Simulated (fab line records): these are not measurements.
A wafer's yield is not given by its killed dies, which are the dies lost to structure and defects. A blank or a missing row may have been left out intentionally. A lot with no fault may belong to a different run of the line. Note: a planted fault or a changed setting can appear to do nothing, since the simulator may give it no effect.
Matching of chambers | flow n5-finfet | N5_DUMMY_REMOVAL_HM_STRIP_01 on rie-diel-02 has 4 sister chambers
The step strips SiNx in CH3F/O2, stops on poly-Si, target depth 4 nm, time 6.8 s. 4 wafers are shown with their chamber, then 8 later ones without.

WAFERS, EACH WITH ITS CHAMBER
wafer  | chamber | showerhead-plenum-p-Torr (Torr)
L083.5 | 3       | 1.94
L086.2 | 1       | 2.05
L086.4 | 0       | 1.97
L087.1 | 2       | 2.09

WAFERS WITHOUT THEIR CHAMBER
wafer  | showerhead-plenum-p-Torr (Torr)
L087.4 | 1.94
L087.6 | 2.09
L095.1 | 1.94
L095.2 | 1.96
L095.3 | 2.05
L095.4 | 2.08
L095.5 | 2.05
L095.6 | 2.08

THE CHAMBER EACH PASSED THROUGH
wafer  | from the rows above     | in truth
L087.4 | 3                       | 3
L087.6 | 2                       | 2
L095.1 | 3                       | 3
L095.2 | can't be placed: 0 or 3 | 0
L095.3 | 1                       | 1
L095.4 | 2                       | 2
L095.5 | 1                       | 1
L095.6 | 2                       | 2
Correctly placed: 7 of 8. From these rows, 1 cannot be placed; in 1 the true chamber is one of the candidates. Placed wrongly: 0.
How it was worked out, from the rows above alone: a wafer's distance from a chamber is the root of the sum, over the readings, of the square of ((its reading less the chamber's mean) divided by the reading's scatter). The wafer belongs to the nearest chamber; if the next one is less than 2 further off, it can't be placed. Each chamber's mean is taken over the wafers shown for it. The scatter: with one shown wafer a chamber, the root of the mean of the squares of how far each hidden wafer lies from its nearest shown one.
